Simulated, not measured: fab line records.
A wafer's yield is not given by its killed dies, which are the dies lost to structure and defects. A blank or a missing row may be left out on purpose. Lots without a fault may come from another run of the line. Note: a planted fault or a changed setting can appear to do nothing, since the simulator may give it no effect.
Shared-tool check -- flow nand-harc -- Lots sampled 13, wafers sampled 38

## WHY IT WAS OPENED
Flagged at NHARC_END_SORT_01: reading killed-at-periphery, on 1 of 13 lots. No-fault wafers: 2.9, standard deviation 2.
Rule: a lot gets a flag if all its wafers with a number sit over 4 standard deviations from that mean, or if no wafer of it has a number. The other lots count as sound.

lot,measured,on,"killed-at-periphery, wafer by wafer",flag
L515,day 19 18:32,prober-01,2 2 3,
L516,day 20 03:16,prober-01,1 1 1,
L518,day 20 03:53,prober-02,2 1 0,
L517,day 20 10:50,prober-02,0 2 1,
L520,day 20 18:55,prober-02,3 3 1,
L522,day 21 01:56,prober-02,65 51,FLAGGED
L526,day 22 11:58,prober-01,3 4 8,
L527,day 23 08:32,prober-01,2 4 6,
L528,day 23 16:49,prober-02,3 0 3,
L533,day 23 22:50,prober-01,5 5 5,
L531,day 24 08:30,prober-02,2 2 3,
L536,day 24 23:18,prober-02,2 1 3,
L537,day 25 15:50,prober-02,3 0 0,
Average over the flagged lots: 58.0; offset from the usual +55.1, equal to +28 standard deviations.

## TOOL THAT RAN EACH LOT
Before the reading, the record contains 4 process steps out of a 1159-step route. Cell contents, in order: the tool; ch with the chambers the sampled wafers went through; the start.
lot,flag,NHARC_P_GATE_STRIP_95,NHARC_P_GATE_STRIP_96,NHARC_P_GATE_RTA_82,NHARC_P_CONTACT_DEP_00
L515,,"plasma-asher-02 ch 0, day 5 02:19","wet-bench-04 ch 0,1,7, day 5 02:32","rtp-anneal-01 ch 0, day 5 03:58","pecvd-01 ch 0,2, day 19 18:32 or earlier"
L516,,"plasma-asher-02 ch 0,1, day 5 18:01","wet-bench-04 ch 0,1,4, day 5 18:13","rtp-anneal-01 ch 0, day 5 19:42","pecvd-01 ch 1,2, day 20 03:16 or earlier"
L518,,"plasma-asher-02 ch 0,1, day 5 19:59","wet-bench-01 ch 1,4,5, day 5 20:11","rtp-anneal-01 ch 0, day 5 21:50","pecvd-01 ch 0,1,2, day 20 03:53 or earlier"
L517,,"plasma-asher-01 ch 0,1, day 5 20:30","wet-bench-02 ch 0,2,6, day 5 20:43","rtp-anneal-02 ch 0, day 5 22:09","pecvd-04 ch 1,2, day 20 10:50 or earlier"
L520,,"plasma-asher-02 ch 0,1, day 6 09:16","wet-bench-01 ch 0,1,2, day 6 09:29","rtp-anneal-01 ch 0, day 6 10:56","pecvd-04 ch 0,1,2, day 20 18:55 or earlier"
L522,FLAGGED,"plasma-asher-01 ch 0,1, day 7 04:22","wet-bench-01 ch 2,3,6, day 7 04:35","rtp-anneal-02 ch 0, day 7 06:01","pecvd-03 ch 0,1,2, day 21 01:56 or earlier"
L526,,"plasma-asher-01 ch 0,1, day 8 20:41","wet-bench-04 ch 1,3,7, day 8 20:54","rtp-anneal-01 ch 0, day 8 22:20","pecvd-04 ch 0,2, day 22 11:58 or earlier"
L527,,"plasma-asher-01 ch 1, day 8 22:40","wet-bench-02 ch 2,6,7, day 8 22:53","rtp-anneal-01 ch 0, day 9 00:17","pecvd-03 ch 0,1,2, day 23 08:32 or earlier"
L528,,"plasma-asher-01 ch 0,1, day 8 21:46","wet-bench-04 ch 4,5,6, day 8 21:59","rtp-anneal-01 ch 0, day 8 23:26","pecvd-01 ch 0,2, day 23 16:49 or earlier"
L533,,"plasma-asher-01 ch 0,1, day 9 19:40","wet-bench-02 ch 0,6,7, day 9 19:54","rtp-anneal-01 ch 0, day 9 21:20","pecvd-01 ch 0,1, day 23 22:50 or earlier"
L531,,"plasma-asher-02 ch 0,1, day 9 14:26","wet-bench-04 ch 2,5,7, day 9 14:38","rtp-anneal-02 ch 0, day 9 16:19","pecvd-01 ch 0,1,2, day 24 08:30 or earlier"
L536,,"plasma-asher-01 ch 0,1, day 10 09:53","wet-bench-02 ch 1,4,6, day 10 10:06","rtp-anneal-02 ch 0, day 10 11:31","pecvd-03 ch 0,1,2, day 24 23:18 or earlier"
L537,,"plasma-asher-02 ch 0,1, day 10 19:27","wet-bench-02 ch 0,1,4, day 10 19:40","rtp-anneal-01 ch 0, day 10 21:07","pecvd-04 ch 0,1, day 25 15:50 or earlier"
What is done by these steps:
- NHARC_P_GATE_STRIP_95: strips in O2.
- NHARC_P_GATE_STRIP_96: strips in SPM, time 900 s.
- NHARC_P_GATE_RTA_82: time 30 s.
- NHARC_P_CONTACT_DEP_00: deposits SiO2, target thk 500 nm.
- NHARC_END_SORT_01

## FLAGGED AGAINST TOTAL, ONE TOOL AT A TIME (gauges that did the reading follow at the end)
step,tool,lots run,flagged,share of the flagged lots,sound lots run after its first flagged lot
NHARC_P_GATE_STRIP_95,plasma-asher-01,7,1,all,"5 (L526,L528,L527,L533,L536)"
NHARC_P_GATE_STRIP_95,plasma-asher-02,6,0,none,-
NHARC_P_GATE_STRIP_96,wet-bench-01,3,1,all,0
NHARC_P_GATE_STRIP_96,wet-bench-02,5,0,none,-
NHARC_P_GATE_STRIP_96,wet-bench-04,5,0,none,-
NHARC_P_GATE_RTA_82,rtp-anneal-01,9,0,none,-
NHARC_P_GATE_RTA_82,rtp-anneal-02,4,1,all,"2 (L531,L536)"
NHARC_P_CONTACT_DEP_00,pecvd-01,6,0,none,-
NHARC_P_CONTACT_DEP_00,pecvd-03,3,1,all,"2 (L527,L536)"
NHARC_P_CONTACT_DEP_00,pecvd-04,4,0,none,-
NHARC_END_SORT_01,prober-01,5,0,none,-
NHARC_END_SORT_01,prober-02,8,1,all,"4 (L528,L531,L536,L537)"
NHARC_P_CONTACT_DEP_00 gives no start for some lots, so the hours and the order of its lots are those of NHARC_END_SORT_01.

## WHAT IS ALLOWED BY THE TABLE
5 rows of the table ran every flagged lot: plasma-asher-01 at NHARC_P_GATE_STRIP_95, wet-bench-01 at NHARC_P_GATE_STRIP_96, rtp-anneal-02 at NHARC_P_GATE_RTA_82, pecvd-03 at NHARC_P_CONTACT_DEP_00, prober-02 at NHARC_END_SORT_01.
- plasma-asher-01 at NHARC_P_GATE_STRIP_95: 1 of its 7 lots flagged. After the first flagged lot (L526, L528, L527, L533, L536), sound lots still ran on it; a lasting fault on the whole tool would not permit that.
- wet-bench-01 at NHARC_P_GATE_STRIP_96: 1 of its 3 lots flagged. Its last sound lot is L520 (day 6 09:29), its first flagged lot L522 (day 7 04:35): a fault that began between those two fits.
- rtp-anneal-02 at NHARC_P_GATE_RTA_82: 1 of its 4 lots flagged. After the first flagged lot (L531, L536), sound lots still ran on it; a lasting fault on the whole tool would not permit that.
- pecvd-03 at NHARC_P_CONTACT_DEP_00: 1 of its 3 lots flagged. After the first flagged lot (L527, L536), sound lots still ran on it; a lasting fault on the whole tool would not permit that.
- prober-02 at NHARC_END_SORT_01: 1 of its 8 lots flagged. After the first flagged lot (L528, L531, L536, L537), sound lots still ran on it; a lasting fault on the whole tool would not permit that.
Left over: one tool, wet-bench-01 at NHARC_P_GATE_STRIP_96.

## WHAT THE SIMULATOR HAD PUT IN
Chamber particle source: wet-bench-01, from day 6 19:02 on, at NHARC_P_GATE_STRIP_96. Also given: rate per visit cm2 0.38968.
Shown lots that were struck: L522. Same finding as the rule above.
